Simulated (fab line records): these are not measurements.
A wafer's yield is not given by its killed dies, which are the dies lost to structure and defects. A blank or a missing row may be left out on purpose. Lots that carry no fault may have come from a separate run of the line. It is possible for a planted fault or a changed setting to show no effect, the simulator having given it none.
Lot-split experiment -- flow n5_finfet -- 21 wafers read across 7 lots, on a route 1938 steps long

== THE SPLIT ==
At N5_PASSIVATION_EXPOSE_07 (exposes mask TV, defocus 0 nm, target cd 3000 nm), the setting dose_mj was moved away from the recipe's 22.75 on 9 of the 21 wafers read, by -6.2% to +3.9%. The other wafers ran this setting at the recipe's value.

== FROM THE SPLIT TO THE READING: what the file shows between them, 3 steps ==
- N5_PASSIVATION_PEB_08
- N5_PASSIVATION_DEVELOP_09: develop time 60 s
- N5_PASSIVATION_HARDBAKE_11: time 120 s

== THE READING ==
Shown in nm: cd_nm at N5_PASSIVATION_CD_MEAS_10, with target cd 3000 nm. Fault-free wafers of this fab line usually give 2999.8 nm, standard deviation 2.2 nm.

wafer,"tool, chamber at the split",dose_mj as run,against the recipe,"cd_nm, nm",against lot-mates on the recipe
L076.1,"krf_scanner-02, 0",21.33,-6.2%,2986.7,-14.6
L076.2,"krf_scanner-02, 0",22.75,recipe,3001.3,-
L076.6,"krf_scanner-02, 0",22.75,recipe,3001.3,-
L080.1,"krf_scanner-02, 0",22.75,recipe,2998.7,-
L080.2,"krf_scanner-02, 0",23.58,+3.6%,3006.2,+7.5
L080.5,"krf_scanner-02, 0",23.58,+3.6%,3009.6,+10.9
L074.4,"krf_scanner-01, 0",22.22,-2.3%,2997.7,+0.0
L074.5,"krf_scanner-01, 0",22.22,-2.3%,2994.4,-3.3
L074.6,"krf_scanner-01, 0",22.75,recipe,2997.7,-
L084.2,"krf_scanner-02, 0",22.75,recipe,3000.2,-
L084.3,"krf_scanner-02, 0",22.75,recipe,2999.2,-
L084.6,"krf_scanner-02, 0",22.75,recipe,3000.8,-
L088.1,"krf_scanner-01, 0",23.2,+2.0%,3003.1,+6.3
L088.2,"krf_scanner-01, 0",23.2,+2.0%,3004.5,+7.7
L088.5,"krf_scanner-01, 0",22.75,recipe,2996.8,-
L093.1,"krf_scanner-01, 0",22.75,recipe,2997.1,-
L093.3,"krf_scanner-01, 0",23.63,+3.9%,3008.7,+11.2
L093.6,"krf_scanner-01, 0",22.75,recipe,2997.8,-
L097.1,"krf_scanner-01, 0",22.75,recipe,2998.9,-
L097.2,"krf_scanner-01, 0",23.54,+3.5%,3006.2,+5.6
L097.6,"krf_scanner-01, 0",22.75,recipe,3002.2,-

FIT RESULTS
A straight line over all 21 wafers: cd_nm changes by +2.08 nm for each +1% of dose_mj; r = +0.95; the points scatter about the line by 1.7 nm.
The same after taking each lot's own level away (the mean of its wafers on the recipe; 21 wafers): +2.26 nm for each +1%; r = +0.95; scatter 1.8 nm.
On that fit, the largest move of dose_mj shifts the reading by 14 nm.
Measured against the standard deviation above, the lots' own levels, which go from 2996.80 to 3001.30 nm, span 2.0 times it.
So the lot-to-lot level changes the slope little: the two slopes agree.
Check: -12.5 nm against its lot-mates is what the line predicts for one of the wafers moved furthest among these (-6.2%) when that wafer is left out of the fit. It came out at -14.6 nm against them.

== THE FILE'S OWN FIT ==
cd_nm changes by +2.32 nm for each +1% of dose_mj, r = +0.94.
